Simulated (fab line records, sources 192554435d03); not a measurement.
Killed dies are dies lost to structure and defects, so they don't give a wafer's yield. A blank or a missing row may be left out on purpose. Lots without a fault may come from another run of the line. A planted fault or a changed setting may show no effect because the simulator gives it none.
fab line records | flow n5_finfet | part 2 of 2: steps 5 to 6 of 6
record lots=22 wafers=66 last_day=17
route steps=1938 shown BEOL_M1@835 BEOL_M2@855
lots that met no fault: from a run of the same line without faults
start_h: hours from the record's first day to the start of the lot's first wafer shown | wait_h: hours since the lot's step before | " the same as in the row above | L1.1+2: a row that stands for several wafers | - no value, or no start given | * or withheld: withheld | < > ~ a bound
route shown NAME@n: a module of which the file shows steps, and the number in the route of the first | usual: mean/standard deviation of fault-free wafers | same: alike in all rows | chamber/n: place in a boat | sites: the reading at each site | _std_site: their standard deviation | _edge_site: outer sites' mean less inner sites' | radius_mm: how far each site lies from the wafer's centre | mask NAME#n: copy n | behind: the tool/chamber that last shaped the wafer | hold: why the lot was held/for how many hours/how that ended | device: the transistor (n, p or np) that didn't switch | end of line: the same wafers' tests at the end of the route | a step without rows: its recipe alone | killed: dies lost to structure and defects at the first sort, not the wafer's yield | map: a wafer's dies, x killed, . not, _ none there
set.NAME: the setting as run; set.NAME@STEP: as run at that earlier step | model.NAME: the simulator's own value behind a step, which no gauge read
steps of the route over a sample of lots; a table a step, a row a wafer
services: from which hour (start_h, from the record's first day; less than 0 if before it) a tool's chamber was out of use, for how many hours, and why
## steps
# step N5_BEOL_M2_ETCHBACK_99
# recipe chemistry=CHF3 target=SiO2 target_depth_a=50 time_s=10.4 source_w=215 bias_w=47 Ar_flow_sccm=200 CHF3_flow_sccm=12 ion_energy_ev=100 pressure_mtorr=30
# usual drypump_motor_current_A=5.8/0.46 oes_product_au=0.81/0.076 rf_vpp_V=241.6/2.5 showerhead_plenum_p_Torr=2.15/0.081 throttle_valve_pct=16.98/0.23
# columns lot.wafer tool chamber start_h wait_h drypump_motor_current_A oes_product_au rf_hours_counter_h rf_vpp_V showerhead_plenum_p_Torr throttle_valve_pct
L074.1 rie_diel-02 3 143.67 4.4 5.3 0.84 60 243.1 2.19 16.93
L074.4 " 2 " " 5.6 0.94 29 243.0 2.29 17.09
L074.5 " 0 " " 6.8 0.69 - 243.1 2.04 16.87
L075.3 rie_diel-05 2 143.94 3.0 5.8 0.69 245 237.3 2.12 17.23
L075.4 " 3 " " 5.6 0.91 15 239.8 2.10 17.17
L075.6 " 0 " " 5.7 0.79 - 244.0 2.26 17.14
L077.4 rie_diel-05 1 150.46 4.9 5.9 0.84 55 240.9 2.18 16.58
L077.5 " 3 " " 5.7 0.91 - 241.0 2.10 17.16
L077.6 " 2 " " 5.8 0.69 - 239.5 2.12 17.22
L078.2 rie_diel-05 2 158.10 1.7 5.8 0.68 249 238.7 2.12 17.21
L078.4 " 0 " " 5.7 0.79 116 245.5 2.26 17.12
L078.5 " 0 " " 5.7 0.78 - 243.5 2.26 17.15
L079.2 rie_diel-05 3 165.95 2.1 5.7 0.90 23 239.5 2.10 17.17
L079.3 " 0 " " 5.7 0.78 120 243.1 2.26 17.15
L079.5 " 3 " " 5.7 0.89 - 240.0 2.10 17.15
L080.1 rie_diel-05 0 175.04 1.4 5.7 0.77 124 243.1 2.25 17.15
L080.4 " 0 " " 5.7 0.77 - 244.3 2.25 17.15
L080.6 " 3 " " 5.6 0.88 - 241.0 2.10 17.17
L081.1 rie_diel-04 1 178.31 1.4 5.8 0.83 79 242.9 2.09 17.11
L081.3 " 3 " " 4.9 0.85 61 238.1 2.17 16.97
L081.6 " 1 " " 5.9 0.83 - 241.7 2.09 17.12
L082.2 rie_diel-04 3 187.21 6.9 5.0 0.84 65 236.5 2.17 16.99
L082.3 " 1 " " 5.9 0.81 83 241.3 2.09 17.13
L082.5 " 3 " " 5.0 0.84 - 237.0 2.17 17.00
L083.1 rie_diel-02 0 191.04 2.2 6.8 0.68 243 241.1 2.03 16.92
L083.4 " 2 " " 5.6 0.90 44 244.0 2.29 17.13
L083.5 " 0 " " 6.8 0.67 - 243.8 2.03 16.90
L084.2 rie_diel-04 2 201.78 2.1 6.0 0.87 51 241.1 2.18 16.67
L084.4 " 0 " " 5.1 0.70 227 238.8 2.03 17.14
L084.6 " 1 " " 5.8 0.81 - 241.6 2.08 17.12
L085.2 rie_diel-04 2 205.13 4.4 6.0 0.88 52 241.4 2.18 16.67
L085.3 " 1 " " 5.9 0.81 86 242.9 2.08 17.12
L085.4 " 3 " " 5.0 0.84 72 238.2 2.17 17.01
L086.1 rie_diel-02 1 215.58 2.3 5.8 0.70 203 238.7 2.05 17.21
L086.3 " 2 " " 5.6 0.88 53 243.9 2.28 17.14
L086.5 " 0 " " 6.8 0.67 - 242.1 2.03 16.91
L088.1 rie_diel-02 3 219.28 1.6 5.3 0.81 86 243.6 2.18 16.98
L088.2 " 2 " " 5.6 0.90 55 242.3 2.28 17.14
L088.5 " 1 " " 6.0 0.71 - 239.6 2.05 17.20
L087.2 rie_diel-04 1 219.31 1.3 5.9 0.81 91 243.0 2.08 17.14
L087.4 " 3 " " 5.0 0.83 77 238.3 2.17 17.02
L087.5 " 2 " " 6.0 0.87 - 242.5 2.18 16.68
L089.3 rie_diel-02 1 234.67 8.1 5.9 0.71 212 239.7 2.05 17.23
L089.4 " 3 " " 5.3 0.80 - 243.1 2.18 16.99
L089.5 " 2 " " 5.6 0.87 - 243.9 2.28 17.16
L090.3 rie_diel-05 3 234.81 4.7 5.6 0.84 51 240.8 2.09 17.22
L090.4 " 2 " " 5.8 0.91 18 242.6 2.11 16.79
L090.5 " 2 " " 5.8 0.91 - 242.5 2.11 16.80
L091.1 rie_diel-02 3 244.21 2.8 5.3 0.81 97 242.8 2.18 17.01
L091.2 " 0 " " 6.8 0.97 3 247.1 2.29 16.49
L091.4 " 1 " " 5.9 0.70 216 239.4 2.05 17.23
L092.2 rie_diel-02 3 249.50 3.2 5.3 0.79 99 244.2 2.17 17.01
L092.4 " 1 " " 5.9 0.70 218 238.7 2.05 17.23
L092.5 " 0 " " 6.8 0.96 - 245.8 2.29 16.48
L093.1 rie_diel-02 2 252.35 0.6 5.6 0.87 70 243.2 2.28 17.19
L093.4 " 1 " " 6.0 0.70 220 239.4 2.05 17.22
L093.5 " 0 " " 6.8 0.95 - 246.6 2.29 16.51
L094.1 rie_diel-04 3 257.19 5.0 5.0 0.82 87 236.9 2.16 17.04
L094.2 " 2 " " 6.0 0.86 70 241.9 2.17 16.69
L094.3 " 0 " " 5.0 0.70 245 240.3 2.03 17.19
L095.2 rie_diel-05 2 267.83 3.3 5.8 0.87 31 243.9 2.11 16.81
L095.4 " 3 " " 5.6 0.82 62 239.8 2.09 17.25
L095.6 " 1 " " 5.9 0.78 - 239.7 2.16 16.66
L097.4 rie_diel-04 1 285.60 9.5 5.9 0.78 - 241.6 2.07 17.18
L097.5 " 3 " " 5.0 0.80 - 237.7 2.16 17.06
L097.6 " 2 " " 6.0 0.84 - 241.5 2.17 16.73
# step N5_BEOL_M2_TRENCH_ETCH_37
# recipe chemistry=C4F6/O2 target_depth_a=555.55 target=SiOC time_s=29.2 ion_energy_ev=250 pressure_mtorr=30 source_w=355 bias_w=185 Ar_flow_sccm=300 C4F6_flow_sccm=10 O2_flow_sccm=10
# usual drypump_motor_current_A=5.8/0.46 oes_product_au=0.81/0.076 rf_vpp_V=668/6.5 showerhead_plenum_p_Torr=2.84/0.1 throttle_valve_pct=20.77/0.24
# columns lot.wafer tool chamber start_h wait_h drypump_motor_current_A oes_product_au rf_hours_counter_h rf_vpp_V showerhead_plenum_p_Torr throttle_valve_pct
L074.1 rie_diel-02 3 - - 5.3 0.85 60 675 2.89 20.77
L074.4 " 2 " " 5.6 0.93 30 674 3.02 20.94
L074.5 " 0 " " 6.8 0.69 - 672 2.70 20.58
L075.3 rie_diel-05 2 - - 5.9 0.70 245 659 2.81 20.96
L075.4 " 3 " " 5.7 0.91 15 668 2.78 20.97
L075.6 " 0 " " 5.7 0.79 - 674 2.98 20.92
L077.4 rie_diel-05 1 - - 5.9 0.85 55 663 2.88 20.34
L077.5 " 3 " " 5.7 0.90 - 666 2.78 21.00
L077.6 " 2 " " 5.8 0.69 - 657 2.81 20.95
L078.2 rie_diel-05 2 - - 5.8 0.69 249 658 2.81 20.96
L078.4 " 0 " " 5.7 0.78 116 674 2.98 20.93
L078.5 " 0 " " 5.7 0.78 - 673 2.98 20.94
L079.2 rie_diel-05 3 - - 5.7 0.89 23 665 2.78 20.99
L079.3 " 0 " " 5.7 0.78 120 672 2.98 20.93
L079.5 " 3 " " 5.7 0.89 - 666 2.78 20.99
L080.1 rie_diel-05 0 - - 5.7 0.78 124 673 2.98 20.95
L080.4 " 0 " " 5.7 0.78 - 673 2.98 20.97
L080.6 " 3 " " 5.7 0.89 - 664 2.78 21.00
L081.1 rie_diel-04 1 - - 5.8 0.82 79 669 2.76 20.93
L081.3 " 3 " " 5.0 0.85 61 657 2.87 20.80
L081.6 " 1 " " 5.8 0.82 - 668 2.76 20.92
L082.2 rie_diel-04 3 - - 5.0 0.84 65 656 2.87 20.79
L082.3 " 1 " " 5.9 0.81 83 668 2.76 20.94
L082.5 " 3 " " 5.0 0.85 - 657 2.87 20.82
L083.1 rie_diel-02 0 - - 6.8 0.68 244 671 2.69 20.59
L083.4 " 2 " " 5.6 0.90 44 674 3.02 20.97
L083.5 " 0 " " 6.8 0.67 - 670 2.69 20.59
L084.2 rie_diel-04 2 - - 6.0 0.87 52 668 2.88 20.46
L084.4 " 0 " " 5.0 0.70 227 663 2.69 20.89
L084.6 " 1 " " 5.8 0.81 - 670 2.76 20.93
L085.2 rie_diel-04 2 - - 6.0 0.87 52 667 2.88 20.45
L085.3 " 1 " " 5.9 0.81 86 669 2.76 20.94
L085.4 " 3 " " 5.0 0.82 72 657 2.87 20.80
L086.1 rie_diel-02 1 - - 5.9 0.71 203 660 2.72 20.95
L086.3 " 2 " " 5.6 0.87 53 674 3.01 20.97
L086.5 " 0 " " 6.8 0.68 - 671 2.69 20.61
L088.1 rie_diel-02 3 - - 5.3 0.81 86 674 2.88 20.81
L088.2 " 2 " " 5.6 0.89 55 673 3.01 20.99
L088.5 " 1 " " 5.9 0.71 - 661 2.72 20.96
L087.2 rie_diel-04 1 - - 5.9 0.81 91 669 2.76 20.93
L087.4 " 3 " " 5.0 0.83 77 658 2.87 20.81
L087.5 " 2 " " 6.0 0.87 - 668 2.88 20.46
L089.3 rie_diel-02 1 - - 5.9 0.71 212 660 2.71 20.99
L089.4 " 3 " " 5.4 0.81 - 674 2.88 20.81
L089.5 " 2 " " 5.6 0.87 - 673 3.01 20.99
L090.3 rie_diel-05 3 - - 5.7 0.85 51 667 2.77 21.04
L090.4 " 2 " " 5.8 0.91 18 668 2.80 20.62
L090.5 " 2 " " 5.8 0.91 - 667 2.80 20.59
L091.1 rie_diel-02 3 - - 5.3 0.79 98 673 2.88 20.81
L091.2 " 0 " " 6.8 0.96 3 681 3.03 20.29
L091.4 " 1 " " 5.9 0.70 216 661 2.71 20.96
L092.2 rie_diel-02 3 - - 5.3 0.80 99 674 2.88 20.82
L092.4 " 1 " " 5.9 0.70 219 661 2.71 20.98
L092.5 " 0 " " 6.8 0.96 - 681 3.02 20.28
L093.1 rie_diel-02 2 - - 5.7 0.86 70 675 3.00 21.00
L093.4 " 1 " " 5.9 0.70 220 659 2.71 21.00
L093.5 " 0 " " 6.8 0.94 - 683 3.02 20.27
L094.1 rie_diel-04 3 - - 5.0 0.82 87 655 2.86 20.84
L094.2 " 2 " " 6.0 0.85 70 667 2.87 20.49
L094.3 " 0 " " 5.0 0.69 245 661 2.68 20.90
L095.2 rie_diel-05 2 - - 5.8 0.88 31 668 2.79 20.62
L095.4 " 3 " " 5.7 0.83 62 665 2.76 21.05
L095.6 " 1 " " 5.9 0.79 - 662 2.86 20.40
L097.4 rie_diel-04 1 - - 5.9 0.78 - 668 2.75 20.98
L097.5 " 3 " " 5.0 0.81 - 655 2.86 20.86
L097.6 " 2 " " 6.0 0.85 - 666 2.87 20.51
## services
# columns tool chamber start_h hours kind
rie_diel-04 2 121.14 23.0 repair
rie_diel-05 0 131.14 2.1 repair
rie_diel-04 0 140.08 11.9 repair
rie_diel-02 2 148.16 3.1 repair
rie_diel-05 2 160.82 - clean
rie_diel-05 2 160.82 - consumable_replace:esc
rie_diel-05 2 160.82 - consumable_replace:focus_ring
rie_diel-05 2 160.82 23.6 scheduled_down
rie_diel-05 2 160.82 23.6 vent_cycle
cvd_co-01 1 164.20 16.8 repair
rie_diel-04 0 167.44 22.2 repair
rie_diel-04 - 173.55 2.8 pm
rie_diel-02 - 192.50 0.7 repair
rie_diel-04 1 193.71 6.3 repair
rie_diel-02 0 201.88 9.7 repair
cvd_co-02 - 202.36 0.9 repair
rie_diel-02 0 215.95 - clean
rie_diel-02 0 215.95 - consumable_replace:focus_ring
rie_diel-02 0 215.95 - consumable_replace:showerhead
rie_diel-02 0 215.95 21.3 scheduled_down
rie_diel-02 0 215.95 21.3 vent_cycle
rie_diel-04 0 233.87 4.2 repair
rie_diel-04 2 248.81 4.0 repair
rie_diel-04 0 271.54 - clean
